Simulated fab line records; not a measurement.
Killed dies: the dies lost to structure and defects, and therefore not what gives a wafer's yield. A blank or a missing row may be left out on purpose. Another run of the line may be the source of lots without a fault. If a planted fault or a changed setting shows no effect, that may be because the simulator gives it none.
fab line records	flow nand_harc
[record] lots = 6	wafers = 18	last_day = 33
route steps=1302 shown A_BLC@1132 A_M0@1137 END@1302
lots that met no fault: from a run of the same line without faults
start_h: hours from the record's first day to the start of the lot's first wafer shown	wait_h: hours from the lot's prior step to this one	" same as the row above	L1.1+2: a row that stands for several wafers	- value missing, or start not given	* or withheld: withheld	< > ~ a bound
route shown NAME@n: NAME is a module with steps in the file, n the number in the route of the first one	usual: mean and standard deviation over wafers with no fault	same: alike in all rows	chamber/n: place in a boat	sites: each site's reading	_std_site: standard deviation across them	_edge_site: outer sites' mean less inner sites'	radius_mm: how far each site lies from the wafer's centre	mask NAME#n: copy n	behind: the tool/chamber that last shaped the wafer	hold: the reason the lot was held/the length of the hold in hours/how it ended	device: whichever transistor did not switch (one of n, p or np)	end of line: the route-end tests of the same wafers	for a step that has no rows: nothing shown but its recipe	killed: the dies lost at the first sort to structure and to defects; this is not the yield of the wafer	map: the dies of a wafer, with x for killed, . for not killed, _ for no die there
set.NAME: the setting that was run; set.NAME@STEP: the one run at that earlier step	model.NAME: the simulator's own value behind a step, which no gauge read
lots seen at some steps along the route; tables by step, rows by wafer
services: the hour from which a tool's chamber was out of use, counted from the record's first day as start_h (under 0 if before that day), plus the number of hours and why
[[steps]]
[step NHARC_A_BLC_CVD_24]
[recipe] target_thk_a = 1500	temp_c = 300	pressure_torr = 40	wf6_flow_sccm = 40	h2_flow_sccm = 1600	ar_flow_sccm = 1560	time_s = 434	material = W
[usual] heater_power_w = 470/36	mfc_ar_sccm = 1559/4.4	throttle_valve_pct = 8.14/0.19
lot.wafer	tool	chamber	start_h	wait_h	heater_power_w	mfc_ar_sccm	since_wet_clean_h	throttle_valve_pct
L886.4	cvd_w-01	0	-	-	451	1551	-	8.06
L886.6	"	0	"	"	446	1558	-	8.04
L886.5	"	1	"	"	545	1559	-	8.11
L892.2	cvd_w-02	1	-	-	460	1561	131	8.35
L892.3	"	1	"	"	447	1557	-	7.92
L892.5	"	1	"	"	467	1558	-	8.24
L900.1	cvd_w-01	1	-	-	537	1560	142	8.33
L900.2	"	0	"	"	468	1568	142	7.97
L900.3	"	1	"	"	545	1560	-	8.16
L902.1	cvd_w-02	0	-	-	450	1549	66	8.44
L902.3	"	1	"	"	505	1554	-	8.07
L902.5	"	0	"	"	444	1555	-	8.36
L906.2	cvd_w-02	1	-	-	507	1556	88	8.02
L906.3	"	1	"	"	501	1555	-	7.93
L906.4	"	0	"	"	445	1556	-	8.12
L907.4	cvd_w-01	1	-	-	518	1559	-	7.62
L907.3	"	0	"	"	423	1562	-	8.14
L907.5	"	1	"	"	515	1559	-	8.14
[step NHARC_A_BLC_CMP_25]
[recipe] t_overpolish_s = 30	target_thk_nm = 150
[usual] motor_current_A = 11.7/0.92	overpolish_run_s = 30.000/0.0091	time_to_endpoint_s = 31.0/2.3
lot.wafer	tool	chamber	start_h	wait_h	motor_current_A	overpolish_run_s	time_to_endpoint_s
L886.4	cmp-04	0	563.85	0.3	10.7	30.007	32.5
L886.6	"	0	"	"	11.0	30.000	33.3
L886.5	"	1	"	"	11.4	29.989	33.4
L892.3	cmp-04	3	594.14	0.3	12.2	30.013	34.4
L892.2	"	0	"	"	11.2	29.978	31.9
L892.5	"	0	"	"	11.1	30.011	32.2
L900.1	cmp-02	0	702.85	0.5	10.9	29.993	34.3
L900.3	"	1	"	"	12.2	30.027	32.7
L900.2	"	2	"	"	11.0	30.008	31.9
L902.3	cmp-02	1	710.42	0.3	11.7	29.995	29.5
L902.1	"	2	"	"	11.0	30.003	30.8
L902.5	"	0	"	"	10.8	29.996	31.1
L906.4	cmp-04	1	732.09	0.2	11.1	30.005	30.4
L906.2	"	3	"	"	12.7	30.007	30.1
L906.3	"	0	"	"	11.4	29.997	30.5
L907.3	cmp-02	3	746.90	0.2	12.0	29.998	35.0
L907.4	"	1	"	"	12.1	30.003	32.1
L907.5	"	0	"	"	11.1	30.006	30.2
[step NHARC_A_BLC_SRD_27]
[step NHARC_A_BLC_INSPECT_28]
[usual] raw_defect_count = 482/100
lot.wafer	tool	chamber	start_h	wait_h	raw_defect_count
L886.4	defect_inspect-01	-	564.28	0.1	357
L886.5	"	-	"	"	475
L886.6	"	-	"	"	457
L892.2	defect_inspect-02	-	594.54	0.1	426
L892.3	"	-	"	"	442
L892.5	"	-	"	"	616
L900.1	defect_inspect-01	-	703.23	0.1	475
L900.2	"	-	"	"	640
L900.3	"	-	"	"	609
L902.1	defect_inspect-02	-	710.77	0.1	450
L902.3	"	-	"	"	374
L902.5	"	-	"	"	420
L906.2	defect_inspect-02	-	732.50	0.1	374
L906.3	"	-	"	"	370
L906.4	"	-	"	"	394
L907.3	defect_inspect-01	-	747.31	0.1	535
L907.4	"	-	"	"	392
L907.5	"	-	"	"	445
[step NHARC_A_M0_DEP_00]
[recipe] target_thk_a = 1500	target_thk_nm = 150	temp_c = withheld	pressure_torr = 5	flow_sccm = 200	rf_w = 600	material = SiOC
[step NHARC_A_M0_DEHYDRATE_01]
[recipe] temp_c = 150	time_s = 120
[step NHARC_A_M0_HMDS_02]
[recipe] time_s = 30
[step NHARC_A_M0_COAT_33]
[recipe] temp_c = 200	time_s = 65
[step NHARC_A_M0_COAT_03]
[recipe] spin_rpm = 1500	resist_thk_nm = 90
[step NHARC_A_M0_SOFTBAKE_04]
[recipe] temp_c = 105	time_s = 55
[step NHARC_A_M0_EBR_05]
[step NHARC_A_M0_EXPOSE_06]
[recipe] na = 1.35	target_cd_nm = 80	dose_mj = 83.25	mask_id = A_M0
[usual] exposure_dose_mJ_cm2 = 83.12/0.091
lot.wafer	tool	chamber	start_h	wait_h	mask	exposure_dose_mJ_cm2
L886.4	arfi_scanner-03	0	565.05	-	A_M0#0	83.19
L886.5	"	0	"	"	A_M0#0	83.16
L886.6	"	0	"	"	A_M0#0	83.16
L892.2	arfi_scanner-01	0	595.57	-	A_M0#0	83.15
L892.3	"	0	"	"	A_M0#0	83.11
L892.5	"	0	"	"	A_M0#0	83.09
L900.1	arfi_scanner-03	0	704.09	-	A_M0#0	127.80
L900.2	"	0	"	"	A_M0#0	127.81
L900.3	"	0	"	"	A_M0#0	127.68
L902.1	arfi_scanner-03	0	711.41	-	A_M0#0	119.58
L902.3	"	0	"	"	A_M0#0	119.54
L902.5	"	0	"	"	A_M0#0	119.44
L906.2	arfi_scanner-02	0	733.16	-	A_M0#0	83.01
L906.3	"	0	"	"	A_M0#0	82.93
L906.4	"	0	"	"	A_M0#0	83.00
L907.3	arfi_scanner-01	0	748.08	-	A_M0#0	83.08
L907.4	"	0	"	"	A_M0#0	83.10
L907.5	"	0	"	"	A_M0#0	83.09
[step NHARC_A_M0_PEB_07]
[recipe] peb_temp_c = 100	peb_time_s = 65
[step NHARC_A_M0_DEVELOP_08]
[recipe] develop_time_s = 35	dev_temp_c = 23
[step NHARC_A_M0_CD_MEAS_09]
[recipe] target_cd_nm = 80	landing_energy_ev = 500
[usual] cd_nm = 80.1/0.61
[same] landing_energy_ev = 500
lot.wafer	tool	chamber	start_h	wait_h	cd_nm
L886.4	cd_sem-02	0	565.19	-	80.2
L886.5	"	0	"	"	79.3
L886.6	"	0	"	"	80.1
L892.2	cd_sem-02	0	595.71	-	79.6
L892.3	"	0	"	"	79.6
L892.5	"	0	"	"	79.4
L900.1	cd_sem-02	0	704.23	-	108.2
L900.2	"	0	"	"	107.7
L900.3	"	0	"	"	107.4
L902.1	cd_sem-01	0	711.55	-	103.3
L902.3	"	0	"	"	104.3
L902.5	"	0	"	"	103.7
L906.2	cd_sem-03	0	733.30	-	80.6
L906.3	"	0	"	"	80.7
L906.4	"	0	"	"	80.8
L907.3	cd_sem-01	0	748.21	-	80.0
L907.4	"	0	"	"	81.2
L907.5	"	0	"	"	81.2
[step NHARC_A_M0_OVL_MEAS_10]
[recipe] pitch_nm = 160
[usual] overlay_x_nm = -0.3/0.53	overlay_y_nm = 0.2/0.9
lot.wafer	tool	chamber	start_h	wait_h	overlay_x_nm	overlay_y_nm
L886.4	overlay-01	-	565.27	-	-0.8	1.1
L886.5	"	-	"	"	-0.7	1.3
L886.6	"	-	"	"	-0.8	1.0
L892.2	overlay-02	-	595.79	-	-0.2	-0.1
L892.3	"	-	"	"	-0.3	-0.5
L892.5	"	-	"	"	0.0	-1.1
L900.1	overlay-01	-	704.32	-	-1.3	1.0
L900.2	"	-	"	"	-0.9	1.4
L900.3	"	-	"	"	-0.6	0.8
L902.1	overlay-01	-	711.64	-	0.2	0.0
L902.3	"	-	"	"	0.1	0.1
L902.5	"	-	"	"	0.5	-0.1
L906.2	overlay-01	-	733.39	-	0.5	-0.6
L906.3	"	-	"	"	0.6	-0.7
L906.4	"	-	"	"	0.4	-0.2
L907.3	overlay-02	-	748.30	-	-0.5	1.6
L907.4	"	-	"	"	-0.7	1.4
L907.5	"	-	"	"	-0.5	2.0
[step NHARC_A_M0_INSPECT_11]
[usual] raw_defect_count = 81/31
lot.wafer	tool	chamber	start_h	wait_h	raw_defect_count
L886.4	defect_inspect-02	-	565.30	0.0	63
L886.5	"	-	"	"	85
L886.6	"	-	"	"	80
L892.2	defect_inspect-02	-	595.83	0.0	74
L892.3	"	-	"	"	67
L892.5	"	-	"	"	80
L900.1	defect_inspect-01	-	704.36	0.0	54
L900.2	"	-	"	"	63
L900.3	"	-	"	"	48
L902.1	defect_inspect-02	-	711.68	0.0	97
L902.3	"	-	"	"	83
L902.5	"	-	"	"	108
L906.2	defect_inspect-02	-	733.43	0.0	78
L906.3	"	-	"	"	100
L906.4	"	-	"	"	92
L907.3	defect_inspect-01	-	748.33	0.0	79
L907.4	"	-	"	"	58
L907.5	"	-	"	"	81
[step NHARC_A_M0_DESCUM_14]
[recipe] time_s = 3	o2_flow_sccm = 200	ar_flow_sccm = 0	bias_power_w = 0	chemistry = O2
[usual] drypump_motor_current_A = 5.7/0.57	mfc_ar_sccm = 0.015/0.014	oes_product_au = 1.000/0.0076	rf_vpp_V = 57.7/0.95	showerhead_plenum_p_Torr = 1.93/0.1	throttle_valve_pct = 11.312/0.0086
[same] bias_power_w = 0
lot.wafer	tool	chamber	start_h	wait_h	drypump_motor_current_A	mfc_ar_sccm	oes_product_au	rf_hours_counter_h	rf_vpp_V	showerhead_plenum_p_Torr	throttle_valve_pct	model.A_M0.cd_nm
L886.4	rie_diel-07	3	565.39	0.1	6.0	0.033	1.005	3	57.1	1.95	11.310	79.79
L886.6	"	0	"	"	6.3	0.011	0.987	-	57.0	1.89	11.323	79.42
L886.5	"	1	"	"	5.6	0	0.985	-	57.1	1.84	11.314	79.24
L892.3	rie_diel-08	0	595.89	0.1	4.6	0	0.999	2	58.2	1.79	11.329	79.08
L892.2	"	3	"	"	5.7	0.039	0.997	2	59.3	2.05	11.307	80.08
L892.5	"	3	"	"	5.7	0.039	0.996	-	57.1	2.05	11.310	79.85
L900.2	rie_diel-03	2	704.42	0.1	6.6	0.013	1.004	3	58.1	2.05	11.322	107.4
L900.1	"	0	"	"	5.5	0.036	0.995	4	57.2	1.85	11.309	107.8
L900.3	"	1	"	"	5.6	0	0.996	3	57.0	1.77	11.318	107.9
L902.3	rie_diel-08	2	711.74	0.1	6.1	0.008	0.998	4	58.8	2.05	11.299	104.4
L902.1	"	3	"	"	5.7	0.039	1.001	6	58.3	2.04	11.315	103.9
L902.5	"	3	"	"	5.7	0.039	1.006	-	58.6	2.04	11.308	104.3
L906.2	rie_diel-08	1	733.49	0.1	6.1	0.020	1.007	0	56.7	1.95	11.317	80.69
L906.4	"	3	"	"	5.6	0.039	0.996	0	57.3	2.04	11.303	80.85
L906.3	"	0	"	"	4.6	0	1.000	0	57.8	1.79	11.296	80.88
L907.3	rie_diel-03	0	748.40	0.1	5.5	0.036	0.995	7	58.0	1.85	11.321	80.09
L907.4	"	2	"	"	6.6	0.013	1.008	6	57.0	2.05	11.310	80.96
L907.5	"	0	"	"	5.5	0.036	0.996	-	57.2	1.84	11.308	81.3
[step NHARC_A_M0_ETCH_34]
[recipe] target_depth_a = 400	overetch_a = 120	time_s = 43.94	ion_energy_ev = 200	n2_flow_sccm = 150	h2_flow_sccm = 150	ar_flow_sccm = 0	rf_w = 400	bias_w = 150	chemistry = N2/H2
[usual] bias_w = 150.0/0.43	drypump_motor_current_A = 5.7/0.57	mfc_ar_sccm = 0.015/0.014	oes_product_au = 0.999/0.0072	rf_vpp_V = 431/3.4	showerhead_plenum_p_Torr = 2.05/0.11	throttle_valve_pct = 14.172/0.0092
lot.wafer	tool	chamber	start_h	wait_h	bias_w	drypump_motor_current_A	mfc_ar_sccm	oes_product_au	rf_hours_counter_h	rf_vpp_V	showerhead_plenum_p_Torr	throttle_valve_pct
L886.4	rie_diel-07	0	565.46	0.1	150.0	6.3	0.011	1.000	3	431	2.02	14.173
L886.5	"	1	"	"	149.8	5.5	0	0.993	-	428	1.95	14.172
L886.6	"	2	"	"	149.9	5.4	0	1.002	-	430	1.96	14.164
L892.2	rie_diel-08	0	596.00	0.1	150.0	4.6	0	0.992	2	428	1.91	14.185
L892.3	"	1	"	"	150.2	6.1	0.020	0.995	3	431	2.08	14.177
L892.5	"	1	"	"	150.1	6.1	0.020	1.012	-	432	2.08	14.170
L900.2	rie_diel-03	0	704.51	0.1	150.5	5.5	0.036	0.997	4	429	1.97	14.171
L900.1	"	1	"	"	151.1	5.6	0	0.990	3	425	1.89	14.168
L900.3	"	2	"	"	149.8	6.6	0.013	1.009	3	434	2.19	14.168
L902.3	rie_diel-08	3	711.83	0.1	149.9	5.7	0.039	0.999	6	434	2.18	14.184
L902.1	"	0	"	"	149.7	4.6	0	1.009	8	426	1.91	14.176
L902.5	"	2	"	"	150.4	6.1	0.008	1.014	-	435	2.19	14.156
L906.3	rie_diel-08	3	733.58	0.1	150.1	5.7	0.039	1.010	0	434	2.18	14.173
L906.2	"	0	"	"	150.6	4.6	0	1.006	0	427	1.91	14.178
L906.4	"	1	"	"	150.3	6.1	0.020	1.008	0	431	2.08	14.165
L907.4	rie_diel-03	0	748.48	0.1	150.5	5.5	0.036	0.999	7	429	1.97	14.179
L907.3	"	3	"	"	149.8	5.3	0.006	1.000	7	429	1.97	14.177
L907.5	"	1	"	"	150.4	5.6	0	0.996	-	425	1.89	14.170
[step NHARC_A_M0_ETCH_15]
[recipe] target_depth_a = 1500	overetch_a = 150	time_s = 82.5	c4f8_flow_sccm = withheld	ar_flow_sccm = 400	rf_w = 600	bias_w = 300	chemistry = C4F8/Ar
[usual] bias_w = 299.9/0.92	oes_product_au = 0.946/0.02	rf_vpp_V = 441/3.3
lot.wafer	tool	chamber	start_h	wait_h	bias_w	oes_product_au	rf_hours_counter_h	rf_vpp_V	model.A_M0.cd_nm
L886.4	rie_diel-07	3	-	-	299.1	0.939	3	442	80.02
L886.5	"	3	"	"	299.0	0.924	-	441	79.31
L886.6	"	0	"	"	298.6	0.937	-	439	79.72
L892.2	rie_diel-08	3	-	-	298.9	0.951	2	444	79.96
L892.3	"	0	"	"	300.0	0.965	2	437	78.48
L892.5	"	0	"	"	301.3	0.958	-	437	79.27
L900.2	rie_diel-03	3	-	-	299.9	0.957	3	438	107.6
L900.1	"	1	"	"	299.5	0.966	3	435	108
L900.3	"	2	"	"	299.0	0.956	3	446	108.1
L902.1	rie_diel-08	3	-	-	300.7	0.950	6	443	103.6
L902.3	"	2	"	"	299.6	0.950	4	445	104.2
L902.5	"	0	"	"	301.3	0.913	-	438	103.9
L906.2	rie_diel-08	1	-	-	298.9	0.957	0	442	80.39
L906.4	"	3	"	"	301.0	0.972	0	445	80.91
L906.3	"	0	"	"	300.6	0.976	0	437	81
L907.4	rie_diel-03	3	-	-	299.8	0.933	7	440	81.21
L907.3	"	0	"	"	300.9	0.925	7	439	79.88
L907.5	"	3	"	"	299.9	0.928	-	439	81.22
[step NHARC_A_M0_CD_MEAS_16]
[usual] cd_nm = 80.0/0.75
lot.wafer	tool	chamber	start_h	wait_h	cd_nm
L886.4	cd_sem-01	-	565.67	-	80.0
L886.5	"	-	"	"	79.4
L886.6	"	-	"	"	79.8
L892.2	cd_sem-03	-	596.23	-	79.9
L892.3	"	-	"	"	78.8
L892.5	"	-	"	"	79.3
L900.1	cd_sem-03	-	704.72	-	108.3
L900.2	"	-	"	"	107.5
L900.3	"	-	"	"	108.1
L902.1	cd_sem-01	-	712.04	-	103.6
L902.3	"	-	"	"	104.4
L902.5	"	-	"	"	104.0
L906.2	cd_sem-03	-	733.79	-	80.5
L906.3	"	-	"	"	80.8
L906.4	"	-	"	"	80.9
L907.3	cd_sem-01	-	748.70	-	79.6
L907.4	"	-	"	"	81.4
L907.5	"	-	"	"	80.9
[step NHARC_END_SORT_01]
[recipe] temp_c = 25
[usual] defect_limited_yield = 91.5/2.4	killed_at_array = 52/16	killed_at_other = 0.8/1.1	killed_at_periphery = 4.2/2.5	killed_dies = 57/16	killed_open = 3.4/2	killed_short = 2.6/1.6	sort_bin_2_pct = 3.0/1.1	sort_bin_3_pct = 0.6/0.31	sort_bin_4_pct = 4.8/1.4	sort_n_pass = 620/16	sort_rim_yield_pct = 90/4.8	sort_yield_pct = 91.5/2.4
[same] gross_dies = 677	sort_bin_5_pct[%] = 0	sort_bin_6_pct[%] = 0	sort_bin_7_pct[%] = 0	sort_bin_8_pct[%] = 0	sort_rim_n_gross = 106.00
lot.wafer	tool	chamber	start_h	wait_h	defect_limited_yield[%]	killed_at_array	killed_at_other	killed_at_periphery	killed_dies	killed_open	killed_short	sort_bin_2_pct[%]	sort_bin_3_pct[%]	sort_bin_4_pct[%]	sort_n_pass	sort_rim_yield_pct[%]	sort_yield_pct[%]
L902.1	prober-02	0	751.96	2.5	88.3	67	1	11	79	8	5	3.8	0.9	6.9	598	80	88.3
L902.3	prober-02	0	753.55	3.1	91.3	56	0	3	59	3	1	2.5	1.0	5.2	618	87	91.3
L902.5	prober-02	0	755.14	3.7	88.9	63	0	12	75	6	1	2.8	0.6	7.7	602	87	88.9
// killed by level:class
L902.1 A_CHANNEL_HOLE_D1:chamber_film_flake=23 A_CHANNEL_HOLE_D2:chamber_film_flake=21 A_SLIT:chamber_film_flake=6 A_CONTACT:chamber_film_flake=6 P_M1:chamber_film_flake=5 A_WL_FILL:geometric_particle:short=4 P_M0:geometric_particle:open=2 A_SOURCE_PLATE:geometric_particle:open=2
L902.3 A_CHANNEL_HOLE_D1:chamber_film_flake=22 A_CHANNEL_HOLE_D2:chamber_film_flake=16 A_SLIT:chamber_film_flake=9 A_CONTACT:chamber_film_flake=3 P_M1:chamber_film_flake=2 A_ONON_D1:geometric_particle:open=1 A_CHANNEL_HOLE_D2:geometric_particle:open=1 A_CHANNEL_FILL_D2:geometric_particle:short=1
L902.5 A_CHANNEL_HOLE_D1:chamber_film_flake=22 A_CHANNEL_HOLE_D2:chamber_film_flake=21 P_M1:chamber_film_flake=6 A_CONTACT:chamber_film_flake=5 A_ZERO_WELL:chamber_film_flake=3 A_SLIT:chamber_film_flake=3 A_M0:area_expose=3 P_M0:geometric_particle:open=2
[[services]]
tool	chamber	start_h	hours	kind
arfi_scanner-03	-	540.00	4.0	pm
rie_diel-08	-	544.80	9.0	pm
cvd_w-01	-	547.00	13.0	pm
rie_diel-03	1	554.95	4.8	repair
cmp-02	-	581.55	3.5	repair
rie_diel-08	2	590.32	64.0	repair
cmp-04	-	601.11	4.0	pm
cmp-04	-	619.26	0.5	repair
cmp-02	-	624.51	4.0	pm
rie_diel-08	3	624.70	7.7	repair
cvd_w-02	-	631.00	13.0	pm
cmp-04	-	633.08	0.3	repair
rie_diel-03	-	635.40	9.0	pm
cmp-02	-	636.79	2.4	repair
rie_diel-07	-	648.20	9.0	pm
cmp-04	-	661.96	3.1	repair
cmp-02	-	661.99	4.9	repair
rie_diel-07	-	671.47	0.3	repair
rie_diel-07	3	674.93	6.6	repair
arfi_scanner-03	-	676.25	1.0	repair
rie_diel-07	0	688.43	23.3	repair
rie_diel-08	3	690.64	16.1	repair
cmp-04	-	699.18	4.0	pm
rie_diel-08	-	721.80	9.0	pm
[[key]]
[first_sign] step = NHARC_A_M0_EXPOSE_06	reading = exposure_dose_mJ_cm2	direction = up	sigmas = 99+	usual = 83.12	struck = 123.64
[effect] step = NHARC_A_M0_CD_MEAS_09	reading = cd_nm	direction = up	sigmas = 42	usual = 80.1	struck = 105.8	through = control_loop
[effect] step = NHARC_A_M0_CD_MEAS_16	reading = cd_nm	direction = up	sigmas = 35	usual = 80.0	struck = 106.0	through = control_loop
[model_effect] step = NHARC_A_M0_DESCUM_14	value = A_M0.cd_nm	without = 80.11	struck = 105.9
[model_effect] step = NHARC_A_M0_ETCH_15	value = A_M0.cd_nm	without = 80.06	struck = 105.9
met_at NHARC_A_M0_EXPOSE_06
struck_wafers L900.1,L900.2,L900.3,L902.1,L902.3,L902.5
sort_left_out L900.1,L900.2,L900.3
[loop_trim] step = NHARC_A_M0_EXPOSE_06	setting = dose	lots = L902
onset_between 565.05 704.09
[fault] kind = process_parameter_drift	tool = arfi_scanner-03	chamber = -	onset_h = 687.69	steps = NHARC_A_M0_EXPOSE_06	channel = dose_mj	offset = 44.557	shape = step	acts_in = these_recipes_only	stated = 83.25
// sort_left_out: the simulated sort isn't trusted on such a fault, so these wafers' sort isn't shown, and their yield isn't known
// loop_trim: a control loop set the setting to another value than it would have without faults
